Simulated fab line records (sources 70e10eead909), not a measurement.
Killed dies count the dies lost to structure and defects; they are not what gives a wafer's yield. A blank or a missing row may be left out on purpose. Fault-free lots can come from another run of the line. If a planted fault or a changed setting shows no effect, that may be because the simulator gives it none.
fab line records	flow nandHarc
record: lots: 6	wafers: 18	lastDay: 23
route steps=1159 shown A_BONDPAD@1073 HYBRID_BOND@1094 THIN_TSV@1101 END@1159
lots with no fault: from the same line, run without faults
startH: hours from the record's opening day to when the first of the lot's shown wafers began	waitH: hours since the lot's step before	" repeats the value in the row above	L1.1+2: a single row standing in for several wafers	- no value, or no start given	* or withheld: withheld	< > ~ a bound
route shown NAME@n: a module of which the file shows steps, and the number in the route of the first	usual: the fault-free wafers' mean and standard deviation	same: alike in all rows	chamber/n: place in a boat	sites: each site's reading	_std_site: the values' standard deviation	_edge_site: the outer-site mean with the inner-site mean subtracted	radiusMm: for every site, how far away it sits from the centre of the wafer	mask NAME#n: copy n	behind: the last tool/chamber to shape the wafer	hold: the reason the lot was held/the length of the hold in hours/how it ended	device: which transistor (n, p or np) failed to switch	end of line: the tests these same wafers got at the end of their route	a step without rows: its recipe alone	killed: at the first sort, the dies lost to defects and structure; wafer yield is something else	map: per-die view of a wafer (x killed, . not killed, _ where there is no die)
set.NAME: the setting that was run; set.NAME@STEP: the one run at that earlier step	model.NAME: the simulator's own value behind a step, which no gauge read
lots seen at some steps along the route; tables by step, rows by wafer
services: when a tool's chamber went out of use (startH, in hours from the record's first day, below 0 if earlier), for how many hours, and the reason
== steps ==
step: NHARC_A_BONDPAD_OVL_MEAS_35
usual: overlayXNm: 0/6.9	overlayYNm: -1/5.9
lot.wafer	tool	chamber	startH	waitH	overlayXNm	overlayYNm
L486.1	overlay-02	-	434.69	-	-2	-9
L486.4	"	-	"	"	-2	-8
L486.5	"	-	"	"	-2	-8
L488.1	overlay-02	-	464.99	-	7	-2
L488.3	"	-	"	"	7	-2
L488.6	"	-	"	"	7	-2
L495.2	overlay-01	-	489.43	-	7	6
L495.4	"	-	"	"	6	7
L495.6	"	-	"	"	7	6
L497.1	overlay-02	-	511.55	-	7	-1
L497.3	"	-	"	"	7	0
L497.6	"	-	"	"	6	0
L499.4	overlay-01	-	525.00	-	2	4
L499.5	"	-	"	"	2	4
L499.6	"	-	"	"	1	4
L500.2	overlay-01	-	525.26	-	-4	1
L500.5	"	-	"	"	-4	1
L500.6	"	-	"	"	-3	2
step: NHARC_A_BONDPAD_HARDBAKE_10
recipe: tempC: 118	timeS: 65
step: NHARC_A_BONDPAD_DESCUM_11
recipe: timeS: 3	o2FlowSccm: 200	arFlowSccm: 0	biasPowerW: 0	chemistry: O2
step: NHARC_A_BONDPAD_ETCH_34
recipe: targetDepthA: 600	overetchA: 180	timeS: 65.91	ionEnergyEv: 200	n2FlowSccm: 150	h2FlowSccm: 150	arFlowSccm: 0	rfW: 400	biasW: 150	chemistry: N2/H2
usual: drypumpMotorCurrentA: 5.6/0.63	h2FlowSccm: 150.1/0.5	oesProductAu: 0.999/0.0073	rfVppV: 430.3/2.5	showerheadPlenumPTorr: 2.03/0.084	throttleValvePct: 14.170/0.0089
lot.wafer	tool	chamber	startH	waitH	drypumpMotorCurrentA	h2FlowSccm	oesProductAu	rfHoursCounterH	rfVppV	showerheadPlenumPTorr	throttleValvePct
L486.1	rieDiel-07	1	434.90	0.1	4.6	150.3	0.996	1	426.3	1.90	14.180
L486.4	"	0	"	"	6.0	149.4	0.994	1	431.6	2.09	14.166
L486.5	"	2	"	"	6.5	150.5	1.002	-	431.1	2.02	14.158
L488.1	rieDiel-07	3	465.20	0.1	5.4	149.5	0.999	2	430.4	2.06	14.158
L488.3	"	1	"	"	4.7	150.6	0.995	2	426.8	1.90	14.178
L488.6	"	3	"	"	5.4	150.2	0.988	-	433.2	2.06	14.160
L495.2	rieDiel-07	1	489.64	0.1	4.7	149.3	1.001	2	428.4	1.90	14.171
L495.4	"	2	"	"	6.5	150.1	1.002	2	431.1	2.02	14.182
L495.6	"	2	"	"	6.5	149.3	1.003	-	430.7	2.02	14.177
L497.1	rieDiel-07	3	512.23	0.5	5.4	150.2	0.999	3	431.7	2.06	14.176
L497.3	"	1	"	"	4.7	149.7	1.004	3	425.0	1.90	14.167
L497.6	"	2	"	"	6.5	150.2	0.997	-	431.1	2.02	14.175
L499.4	rieDiel-07	3	525.22	0.1	5.4	150.3	0.989	4	430.6	2.06	14.172
L499.5	"	0	"	"	6.0	150.8	1.005	-	431.8	2.09	14.175
L499.6	"	1	"	"	4.7	150.5	1.004	-	426.1	1.90	14.162
L500.2	rieDiel-07	2	525.48	0.1	6.5	149.7	1.006	4	432.9	2.02	14.182
L500.5	"	1	"	"	4.7	149.6	1.009	-	427.6	1.90	14.176
L500.6	"	2	"	"	6.5	149.9	1.001	-	430.1	2.02	14.172
step: NHARC_A_BONDPAD_ETCH_12
recipe: targetDepthA: 2200	timeS: 110	chf3FlowSccm: 50	o2FlowSccm: 10	arFlowSccm: 200	rfW: 500	biasW: 200	chemistry: CHF3/O2
step: NHARC_A_BONDPAD_CD_MEAS_13
usual: cdNm: 498.8/1.8
lot.wafer	tool	chamber	startH	waitH	cdNm
L486.1	cdSem-02	-	435.15	-	502.4
L486.4	"	-	"	"	502.3
L486.5	"	-	"	"	500.1
L488.1	cdSem-01	-	465.43	-	500.4
L488.3	"	-	"	"	500.4
L488.6	"	-	"	"	500.2
L495.2	cdSem-01	-	489.87	-	496.8
L495.4	"	-	"	"	500.1
L495.6	"	-	"	"	498.0
L497.1	cdSem-03	-	512.45	-	499.6
L497.3	"	-	"	"	498.9
L497.6	"	-	"	"	500.1
L499.4	cdSem-01	-	525.44	-	498.1
L499.5	"	-	"	"	498.9
L499.6	"	-	"	"	500.7
L500.2	cdSem-01	-	525.71	-	500.0
L500.5	"	-	"	"	497.4
L500.6	"	-	"	"	499.5
step: NHARC_A_BONDPAD_STRIP_15
recipe: o2FlowSccm: 500	arFlowSccm: 0	biasW: 0	chemistry: O2
usual: drypumpMotorCurrentA: 5.7/0.59	oesProductAu: 0.999/0.0078	rfVppV: 57.8/0.84	showerheadPlenumPTorr: 3.52/0.13	throttleValvePct: 17.037/0.0087
lot.wafer	tool	chamber	startH	waitH	drypumpMotorCurrentA	oesProductAu	rfHoursCounterH	rfVppV	showerheadPlenumPTorr	throttleValvePct
L486.1	rieDiel-04	3	435.25	0.1	5.3	0.990	24	57.1	3.69	17.042
L486.4	"	0	"	"	5.7	1.002	25	57.6	3.66	17.024
L486.5	"	2	"	"	6.6	0.992	-	57.3	3.36	17.035
L488.3	rieDiel-07	1	465.51	0.1	4.7	1.011	2	58.6	3.31	17.033
L488.1	"	2	"	"	6.5	1.008	2	57.0	3.50	17.042
L488.6	"	2	"	"	6.5	0.990	-	57.3	3.50	17.049
L495.2	rieDiel-04	2	489.94	0.1	6.6	0.992	2	56.7	3.36	17.040
L495.4	"	1	"	"	5.7	1.009	2	58.6	3.52	17.050
L495.6	"	3	"	"	5.3	0.997	-	58.6	3.69	17.020
L497.1	rieDiel-07	1	512.56	0.1	4.7	1.005	3	57.9	3.31	17.033
L497.3	"	2	"	"	6.5	0.990	3	59.9	3.50	17.048
L497.6	"	3	"	"	5.4	0.992	-	56.7	3.56	17.031
L499.4	rieDiel-04	0	525.55	0.1	5.7	0.995	9	57.3	3.65	17.036
L499.5	"	1	"	"	5.7	1.001	-	57.7	3.51	17.030
L499.6	"	2	"	"	6.6	0.987	-	57.1	3.35	17.035
L500.2	rieDiel-04	2	525.81	0.1	6.6	0.996	9	57.0	3.36	17.032
L500.6	"	0	"	"	5.7	0.993	-	57.3	3.65	17.047
L500.5	"	1	"	"	5.7	1.004	-	59.1	3.51	17.038
step: NHARC_A_BONDPAD_ETCH_24
recipe: targetDepthA: 300	overEtchFrac: 0.3	timeS: 72.99	ionEnergyEv: 150	cf4FlowSccm: 50	n2FlowSccm: 100	arFlowSccm: 150	rfW: 300	biasW: 100	chemistry: CF4/N2
usual: drypumpMotorCurrentA: 5.7/0.55	oesProductAu: 0.997/0.0069	rfVppV: 314.3/1.8	showerheadPlenumPTorr: 2.63/0.092	throttleValvePct: 19.795/0.0085
lot.wafer	tool	chamber	startH	waitH	drypumpMotorCurrentA	oesProductAu	rfHoursCounterH	rfVppV	showerheadPlenumPTorr	throttleValvePct
L486.1	rieDiel-04	2	-	-	6.5	1.005	24	311.5	2.50	19.791
L486.4	"	0	"	"	5.7	1.010	25	317.0	2.72	19.784
L486.5	"	1	"	"	5.6	1.010	-	315.0	2.62	19.786
L488.3	rieDiel-07	3	-	-	5.4	0.987	2	314.4	2.65	19.815
L488.1	"	1	"	"	4.7	0.997	2	309.5	2.46	19.795
L488.6	"	3	"	"	5.4	1.003	-	314.1	2.65	19.805
L495.4	rieDiel-04	0	-	-	5.7	0.998	3	316.6	2.72	19.770
L495.2	"	1	"	"	5.7	1.001	2	313.3	2.62	19.796
L495.6	"	0	"	"	5.7	1.003	-	314.7	2.72	19.794
L497.3	rieDiel-07	0	-	-	6.0	1.003	3	314.7	2.68	19.808
L497.1	"	1	"	"	4.7	0.990	3	311.9	2.46	19.777
L497.6	"	3	"	"	5.4	0.996	-	314.8	2.65	19.791
L499.4	rieDiel-04	0	-	-	5.7	0.989	9	315.6	2.72	19.800
L499.5	"	1	"	"	5.7	0.997	-	312.9	2.61	19.800
L499.6	"	2	"	"	6.7	0.989	-	313.9	2.49	19.801
L500.2	rieDiel-04	2	-	-	6.6	0.991	9	312.1	2.49	19.798
L500.5	"	3	"	"	5.3	0.990	-	316.2	2.74	19.808
L500.6	"	0	"	"	5.7	0.990	-	313.0	2.72	19.777
step: NHARC_A_BONDPAD_STRIP_16
recipe: timeS: 600	tempC: 30	chemistry: postEtchResidueRemover
step: NHARC_A_BONDPAD_DEGAS_25
recipe: tempC: 300	timeS: 60
step: NHARC_A_BONDPAD_PRE_CLEAN_26
recipe: timeS: 30	tempC: 280	gas: H2/He
step: NHARC_A_BONDPAD_PVD_17
recipe: targetThkA: 50	biasV: 168.6	powerW: 15000	chamberPressurePa: 0.12	timeS: 8.06	substrateTempC: 50	material: TaN
step: NHARC_A_BONDPAD_PVD_27
recipe: targetThkA: 300	chamberPressurePa: 5	powerW: 5000	substrateTempC: 30	timeS: 20.49	material: Cu
usual: chamberPressurePa: 5.000/0.0094	throttleValvePct: 30.0/0.91
lot.wafer	tool	chamber	startH	waitH	chamberPressurePa	throttleValvePct
L486.1	pvdSputter-01	-	436.02	-	5.020	30.5
L486.4	"	-	"	"	5.004	29.3
L486.5	"	-	"	"	5.018	30.6
L488.1	pvdSputter-01	-	466.43	-	4.997	29.1
L488.3	"	-	"	"	5.004	29.3
L488.6	"	-	"	"	5.001	30.5
L495.2	pvdSputter-02	-	490.72	-	5.008	30.0
L495.4	"	-	"	"	4.988	30.1
L495.6	"	-	"	"	5.013	30.1
L497.1	pvdSputter-03	-	513.30	-	5.000	30.2
L497.3	"	-	"	"	4.998	31.2
L497.6	"	-	"	"	4.987	30.2
L499.4	pvdSputter-01	-	526.30	-	5.009	30.0
L499.5	"	-	"	"	5.001	29.7
L499.6	"	-	"	"	4.983	29.9
L500.2	pvdSputter-01	-	526.62	-	5.007	30.1
L500.6	"	-	"	"	5.003	29.2
L500.5	"	-	"	"	5.010	29.6
step: NHARC_A_BONDPAD_ECD_18
recipe: targetThkA: 4000	bathTempC: 25	material: Cu
step: NHARC_A_BONDPAD_ANNEAL_28
recipe: tempC: 225	timeS: 90
usual: annealTempCMax: 226.13/0.25	wafer_temp_C_max: 226.1/0.31
lot.wafer	tool	chamber	startH	waitH	annealTempCMax	wafer_temp_C_max
L486.1	rtpAnneal-02	0	436.53	-	225.91	225.7
L486.4	"	0	"	"	226.18	225.8
L486.5	"	0	"	"	225.94	226.0
L488.1	rtpAnneal-01	0	466.92	0.3	225.79	226.4
L488.3	"	0	"	"	226.47	226.1
L488.6	"	0	"	"	226.23	226.2
L495.2	rtpAnneal-01	0	491.31	-	226.47	226.7
L495.4	"	0	"	"	226.08	226.6
L495.6	"	0	"	"	226.49	226.6
L497.1	rtpAnneal-01	0	513.83	0.3	226.39	225.8
L497.3	"	0	"	"	226.14	226.0
L497.6	"	0	"	"	226.49	226.1
L499.4	rtpAnneal-01	0	526.95	0.3	226.19	226.2
L499.5	"	0	"	"	226.01	226.1
L499.6	"	0	"	"	226.01	226.3
L500.2	rtpAnneal-02	0	527.32	0.3	226.09	225.8
L500.5	"	0	"	"	226.19	225.9
L500.6	"	0	"	"	225.77	225.9
step: NHARC_A_BONDPAD_CMP_19
recipe: tOverpolishS: 30	cuRecessTouchS: 16	targetThkNm: 169.8
step: NHARC_A_BONDPAD_SRD_21
recipe: timeS: 30	tempC: 23	dryTimeS: 20	spinRpm: 1500
step: NHARC_A_BONDPAD_INSPECT_23
usual: rawDefectCount: 460/99
lot.wafer	tool	chamber	startH	waitH	rawDefectCount
L486.1	defectInspect-01	-	437.44	0.0	461
L486.4	"	-	"	"	525
L486.5	"	-	"	"	362
L488.1	defectInspect-02	-	467.80	0.0	420
L488.3	"	-	"	"	366
L488.6	"	-	"	"	368
L495.2	defectInspect-01	-	492.13	0.0	416
L495.4	"	-	"	"	478
L495.6	"	-	"	"	450
L497.1	defectInspect-01	-	514.69	0.0	522
L497.3	"	-	"	"	483
L497.6	"	-	"	"	311
L499.4	defectInspect-02	-	527.66	0.0	388
L499.5	"	-	"	"	467
L499.6	"	-	"	"	387
L500.2	defectInspect-01	-	528.14	0.0	403
L500.5	"	-	"	"	474
L500.6	"	-	"	"	376
step: NHARC_HYBRID_BOND_ACTIVATE_00
recipe: timeS: 60	n2FlowSccm: 200	arFlowSccm: 0	biasPowerW: 0	chemistry: N2
usual: drypumpMotorCurrentA: 5.7/0.35	oesProductAu: 0.997/0.0086	rfVppV: 63.9/0.87	showerheadPlenumPTorr: 1.74/0.074
lot.wafer	tool	chamber	startH	waitH	drypumpMotorCurrentA	oesProductAu	rfHoursCounterH	rfVppV	showerheadPlenumPTorr
L486.1	rieDiel-10	0	437.62	0.2	5.2	1.021	24	64.2	1.65
L486.5	"	3	"	"	5.3	1.004	-	65.3	1.82
L488.1	rieDiel-06	3	467.87	0.1	6.0	1.009	4	63.2	1.68
L488.6	"	3	"	"	6.0	0.998	-	63.4	1.68
L495.2	rieDiel-06	1	492.21	0.1	6.0	1.003	5	63.8	1.76
L495.4	"	2	"	"	5.2	0.997	5	64.2	1.83
L495.6	"	3	"	"	6.0	0.987	-	63.4	1.68
L497.1	rieDiel-10	3	514.76	0.1	5.3	1.008	54	65.8	1.81
L497.3	"	2	"	"	6.1	1.009	56	64.8	1.84
L497.6	"	3	"	"	5.3	1.005	-	64.3	1.81
L499.4	rieDiel-06	2	527.72	0.1	5.3	0.996	8	63.8	1.83
L499.5	"	2	"	"	5.3	0.987	-	63.8	1.83
L499.6	"	3	"	"	6.0	0.994	-	62.6	1.68
L500.2	rieDiel-06	0	528.20	0.1	5.6	1.008	9	64.1	1.66
L500.6	"	0	"	"	5.6	0.997	-	63.9	1.66
L500.5	"	1	"	"	6.0	1.003	-	63.1	1.76
step: NHARC_HYBRID_BOND_PRECLEAN_01
recipe: timeS: 300	tempC: 23	chemistry: DIW
step: NHARC_HYBRID_BOND_SRD_02
recipe: timeS: 30	tempC: 23	dryTimeS: 20	spinRpm: 1500
step: NHARC_HYBRID_BOND_BOND_03
recipe: tempC: 25
step: NHARC_HYBRID_BOND_ANNEAL_04
recipe: tempC: 300	timeS: 7200	rampUpCPerMin: 5	rampDownCPerMin: 3	idleTempC: 100	pressureAtm: 1
step: NHARC_HYBRID_BOND_OVL_MEAS_05
usual: overlayXNm: 0/33	overlayYNm: 1/32
lot.wafer	tool	chamber	startH	waitH	overlayXNm	overlayYNm
L486.1	overlay-01	-	447.36	0.4	-37	23
L486.5	"	-	"	"	-5	-2
L488.1	overlay-01	-	476.80	0.4	-42	-5
L488.6	"	-	"	"	17	-69
L495.2	overlay-01	-	498.72	0.4	-29	87
L495.4	"	-	"	"	-8	12
L495.6	"	-	"	"	-9	-42
L497.1	overlay-01	-	527.57	0.4	19	-46
L497.3	"	-	"	"	-3	-35
L497.6	"	-	"	"	-34	-59
L499.4	overlay-01	-	537.80	0.4	-1	9
L499.5	"	-	"	"	-26	14
L499.6	"	-	"	"	11	38
L500.2	overlay-02	-	537.82	0.4	16	-22
L500.5	"	-	"	"	24	48
L500.6	"	-	"	"	12	-15
step: NHARC_HYBRID_BOND_INSPECT_06
recipe: inspectInstrument: irVoid
usual: rawDefectCount: 33/12
lot.wafer	tool	chamber	startH	waitH	rawDefectCount
L486.1	defectInspect-02	-	447.41	0.0	27
L486.5	"	-	"	"	21
L488.1	defectInspect-02	-	476.85	0.1	46
L488.6	"	-	"	"	36
L495.2	defectInspect-01	-	498.77	0.1	27
L495.4	"	-	"	"	26
L495.6	"	-	"	"	51
L497.1	defectInspect-01	-	527.62	0.0	38
L497.3	"	-	"	"	50
L497.6	"	-	"	"	44
L499.4	defectInspect-02	-	537.86	0.1	37
L499.5	"	-	"	"	47
L499.6	"	-	"	"	50
L500.2	defectInspect-02	-	537.87	0.1	30
L500.5	"	-	"	"	58
L500.6	"	-	"	"	37
step: NHARC_THIN_TSV_GRIND_00
recipe: targetThkUm: 6
step: NHARC_THIN_TSV_CMP_01
recipe: targetThkUm: 3
step: NHARC_THIN_TSV_THK_MEAS_02
recipe: thkMeasGauge: ir
usual: thkNm: 3005/230
lot.wafer	tool	chamber	startH	waitH	thkNm
L486.1	filmMetro-01	-	449.05	0.2	2648
L486.5	"	-	"	"	2833
L488.1	filmMetro-02	-	480.88	-	3126
L488.6	"	-	"	"	3133
L495.2	filmMetro-02	-	501.62	0.2	2745
L495.4	"	-	"	"	3117
L495.6	"	-	"	"	2901
L497.1	filmMetro-01	-	529.25	0.2	2462
L497.3	"	-	"	"	2678
L497.6	"	-	"	"	2721
L499.4	filmMetro-02	-	539.51	-	2843
L499.5	"	-	"	"	2912
L499.6	"	-	"	"	2833
L500.2	filmMetro-02	-	540.70	-	2633
L500.5	"	-	"	"	2920
L500.6	"	-	"	"	2571
step: NHARC_THIN_TSV_SRD_03
step: NHARC_THIN_TSV_PRECLEAN_41
recipe: timeS: *	tempC: 50	bathAgeMin: 0	chemistry: SC1
step: NHARC_THIN_TSV_SRD_42
step: NHARC_THIN_TSV_DEP_43
recipe: targetThkA: 13285	tempC: withheld	pressureTorr: 6.5	rfW: 900	teosFlowSccm: 161.4	flowSccm: 2650	targetThkNm: 1328.5	gas: O2	material: SiO2
step: NHARC_THIN_TSV_DEHYDRATE_04
recipe: tempC: 150	timeS: 120
step: NHARC_THIN_TSV_HMDS_05
recipe: timeS: 30
step: NHARC_THIN_TSV_COAT_06
recipe: spinRpm: *
step: NHARC_THIN_TSV_SOFTBAKE_07
recipe: tempC: 122	timeS: 95
step: NHARC_THIN_TSV_EBR_08
step: NHARC_THIN_TSV_EXPOSE_09
recipe: na: 0.55	doseMj: 30.7	maskId: TSV
step: NHARC_THIN_TSV_PEB_10
recipe: pebTempC: 118	pebTimeS: 85
step: NHARC_END_SORT_01
recipe: tempC: 25
usual: defectLimitedYield: 95.2/1.4	killedAtArray: 28/8.9	killedAtOther: 0.8/1.2	killedAtPeriphery: 3.3/2.3	killedDies: 32/9.4	killedOpen: 3.2/1.8	killedShort: 1.9/1.4	sort_bin_2_pct: 1.4/0.56	sort_bin_3_pct: 0.26/0.21	sort_bin_4_pct: 3.1/1	sortNPass: 645/9.4	sortRimYieldPct: 95.7/2.4	sortYieldPct: 95.2/1.4
same: grossDies: 677	sort_bin_5_pct[%]: 0	sort_bin_6_pct[%]: 0	sort_bin_7_pct[%]: 0	sort_bin_8_pct[%]: 0	sortRimNGross: 106.00
lot.wafer	tool	chamber	startH	waitH	defectLimitedYield[%]	killedAtArray	killedAtOther	killedAtPeriphery	killedDies	killedOpen	killedShort	sort_bin_2_pct[%]	sort_bin_3_pct[%]	sort_bin_4_pct[%]	sortNPass	sortRimYieldPct[%]	sortYieldPct[%]
L486.1	prober-02	0	466.97	2.5	95.9	21	0	7	28	2	4	0.9	0.30	3.0	649	100.0	95.9
L486.4	prober-02	0	469.40	3.4	0	674	1	2	677	1	0	97.8	0	2.2	0	0	0
L486.5	prober-02	0	470.21	3.7	96.0	19	1	7	27	5	3	1.0	0	3.0	650	94.3	96.0
L488.3	prober-02	0	504.21	3.1	0	675	0	2	677	1	2	96.3	0.30	3.4	0	0	0
L500.2	prober-01	0	560.47	2.8	95.7	27	0	2	29	2	2	1.2	0.15	3.0	648	97.2	95.7
L500.5	prober-01	0	562.86	3.7	93.6	39	2	2	43	5	1	2.4	0.15	3.8	634	92.5	93.6
L500.6	prober-01	0	563.65	4.0	95.6	28	0	2	30	3	2	1.3	0	3.1	647	97.2	95.6
killed by level:class
L486.1 A_CHANNEL_HOLE_D1:chamberFilmFlake=10 A_ZERO_WELL:chamberFilmFlake=5 A_STAIRCASE:chamberFilmFlake=3 P_GATE:chamberFilmFlake=2 P_GATE:geometricParticle:short=1 P_CONTACT:geometricParticle:short=1 A_CHANNEL_HOLE_D1:geometricParticle:short=1 P_M0:geometricParticle:open=1
L486.4 A_BONDPAD:areaPvd=655 A_CHANNEL_HOLE_D1:chamberFilmFlake=14 P_GATE:chamberFilmFlake=2 A_ZERO_WELL:chamberFilmFlake=2 A_STAIRCASE:chamberFilmFlake=2 A_SGD_CUT:geometricParticle:open=1 THIN_TSV:chamberFilmFlake=1
L486.5 A_CHANNEL_HOLE_D1:chamberFilmFlake=11 P_GATE:chamberFilmFlake=6 A_CONTACT:geometricParticle:open=5 A_SGD_CUT:geometricParticle:short=1 A_CONTACT:geometricParticle:short=1 A_M0:geometricParticle:short=1 P_M0:chamberFilmFlake=1 HYBRID_BOND:latent=1
L488.3 A_BONDPAD:areaPvd=646 A_CHANNEL_HOLE_D1:chamberFilmFlake=11 A_SLIT:chamberFilmFlake=7 A_CONTACT:chamberFilmFlake=5 A_ZERO_WELL:chamberFilmFlake=2 A_STAIRCASE:chamberFilmFlake=2 P_M0:geometricParticle:short=1 A_CHANNEL_FILL_D1:geometricParticle:open=1
L500.2 A_SLIT:chamberFilmFlake=10 A_STAIRCASE:chamberFilmFlake=5 A_CHANNEL_HOLE_D1:chamberFilmFlake=4 A_CONTACT:chamberFilmFlake=3 A_M0:chamberFilmFlake=3 P_CONTACT:geometricParticle:short=1 P_CONTACT:geometricParticle:open=1 A_CHANNEL_HOLE_D1:geometricParticle:short=1
L500.5 A_SLIT:chamberFilmFlake=21 A_CHANNEL_HOLE_D1:chamberFilmFlake=5 A_CONTACT:chamberFilmFlake=4 A_CONTACT:geometricParticle:open=3 A_STAIRCASE:chamberFilmFlake=3 A_M0:chamberFilmFlake=2 P_CONTACT:geometricParticle:open=1 A_CHANNEL_FILL_D1:geometricParticle:open=1
L500.6 A_SLIT:chamberFilmFlake=10 A_STAIRCASE:chamberFilmFlake=7 A_CONTACT:chamberFilmFlake=3 A_M0:chamberFilmFlake=3 P_M0:geometricParticle:open=2 A_WL_FILL:geometricParticle:short=2 A_CHANNEL_HOLE_D1:chamberFilmFlake=2 A_CHANNEL_FILL_D1:geometricParticle:open=1
map L486.4 (x killed, . not)
____________x____________
_________xxxxxxx_________
_______xxxxxxxxxxx_______
______xxxxxxxxxxxxx______
_____xxxxxxxxxxxxxxx_____
____xxxxxxxxxxxxxxxxx____
____xxxxxxxxxxxxxxxxx____
___xxxxxxxxxxxxxxxxxxx___
___xxxxxxxxxxxxxxxxxxx___
__xxxxxxxxxxxxxxxxxxxxx__
__xxxxxxxxxxxxxxxxxxxxx__
_xxxxxxxxxxxxxxxxxxxxxxx_
_xxxxxxxxxxxxxxxxxxxxxxx_
_xxxxxxxxxxxxxxxxxxxxxxx_
_xxxxxxxxxxxxxxxxxxxxxxx_
_xxxxxxxxxxxxxxxxxxxxxxx_
xxxxxxxxxxxxxxxxxxxxxxxxx
xxxxxxxxxxxxxxxxxxxxxxxxx
xxxxxxxxxxxxxxxxxxxxxxxxx
xxxxxxxxxxxxxxxxxxxxxxxxx
xxxxxxxxxxxxxxxxxxxxxxxxx
_xxxxxxxxxxxxxxxxxxxxxxx_
_xxxxxxxxxxxxxxxxxxxxxxx_
_xxxxxxxxxxxxxxxxxxxxxxx_
_xxxxxxxxxxxxxxxxxxxxxxx_
_xxxxxxxxxxxxxxxxxxxxxxx_
__xxxxxxxxxxxxxxxxxxxxx__
__xxxxxxxxxxxxxxxxxxxxx__
___xxxxxxxxxxxxxxxxxxx___
___xxxxxxxxxxxxxxxxxxx___
____xxxxxxxxxxxxxxxxx____
____xxxxxxxxxxxxxxxxx____
_____xxxxxxxxxxxxxxx_____
______xxxxxxxxxxxxx______
_______xxxxxxxxxxx_______
_________xxxxxxx_________
____________x____________
map L488.3 (x killed, . not)
____________x____________
_________xxxxxxx_________
_______xxxxxxxxxxx_______
______xxxxxxxxxxxxx______
_____xxxxxxxxxxxxxxx_____
____xxxxxxxxxxxxxxxxx____
____xxxxxxxxxxxxxxxxx____
___xxxxxxxxxxxxxxxxxxx___
___xxxxxxxxxxxxxxxxxxx___
__xxxxxxxxxxxxxxxxxxxxx__
__xxxxxxxxxxxxxxxxxxxxx__
_xxxxxxxxxxxxxxxxxxxxxxx_
_xxxxxxxxxxxxxxxxxxxxxxx_
_xxxxxxxxxxxxxxxxxxxxxxx_
_xxxxxxxxxxxxxxxxxxxxxxx_
_xxxxxxxxxxxxxxxxxxxxxxx_
xxxxxxxxxxxxxxxxxxxxxxxxx
xxxxxxxxxxxxxxxxxxxxxxxxx
xxxxxxxxxxxxxxxxxxxxxxxxx
xxxxxxxxxxxxxxxxxxxxxxxxx
xxxxxxxxxxxxxxxxxxxxxxxxx
_xxxxxxxxxxxxxxxxxxxxxxx_
_xxxxxxxxxxxxxxxxxxxxxxx_
_xxxxxxxxxxxxxxxxxxxxxxx_
_xxxxxxxxxxxxxxxxxxxxxxx_
_xxxxxxxxxxxxxxxxxxxxxxx_
__xxxxxxxxxxxxxxxxxxxxx__
__xxxxxxxxxxxxxxxxxxxxx__
___xxxxxxxxxxxxxxxxxxx___
___xxxxxxxxxxxxxxxxxxx___
____xxxxxxxxxxxxxxxxx____
____xxxxxxxxxxxxxxxxx____
_____xxxxxxxxxxxxxxx_____
______xxxxxxxxxxxxx______
_______xxxxxxxxxxx_______
_________xxxxxxx_________
____________x____________
== services ==
tool	chamber	startH	hours	kind
rieDiel-07	0	414.20	-	clean
rieDiel-07	1	414.20	-	clean
rieDiel-07	2	414.20	-	clean
rieDiel-07	3	414.20	-	clean
rieDiel-06	-	418.21	9.0	pm
rieDiel-10	2	423.51	3.3	repair
pvdSputter-03	-	424.30	1.7	repair
pvdSputter-01	-	426.35	1.9	repair
pvdSputter-02	-	434.43	1.3	repair
rieDiel-07	0	438.70	-	clean
rieDiel-07	1	438.70	-	clean
rieDiel-07	2	438.70	-	clean
rieDiel-07	3	438.70	-	clean
pvdSputter-02	-	456.78	1.3	repair
pvdSputter-03	-	458.00	10.0	pm
rieDiel-07	0	463.20	-	clean
rieDiel-07	1	463.20	-	clean
rieDiel-07	2	463.20	-	clean
rieDiel-10	0	463.85	7.3	repair
rieDiel-04	-	465.95	9.0	pm
pvdSputter-02	-	495.71	1.8	repair
rieDiel-07	2	504.59	4.4	repair
pvdSputter-01	-	514.01	10.0	pm
rieDiel-04	-	523.29	0.9	repair
== key ==
firstSign: step: NHARC_END_SORT_01	reading: sort_bin_2_pct	direction: up	sigmas: 99+	usual: 1.4	struck: 97.0
effect: step: NHARC_END_SORT_01	reading: killedAtArray	direction: up	sigmas: 72	usual: 28	struck: 674
moreKillsBornAt: NHARC_A_BONDPAD_PVD_27@pvdSputter-01: 1301
metAt NHARC_A_BONDPAD_PVD_27
struckWafers L486.4,L488.3
laterRowsLeftOut L486.4,L488.3
fault: kind: processParameterDrift	tool: pvdSputter-01	chamber: -	onsetH: 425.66	steps: NHARC_A_BONDPAD_PVD_27	channel: targetThkA	offset: *	shape: step	endH: 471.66	scope: struckWafersOnly	actsIn: *	stated: *
laterRowsLeftOut: the simulator's readings of these wafers behind a module that went badly wrong aren't trusted and aren't shown, but for the sort
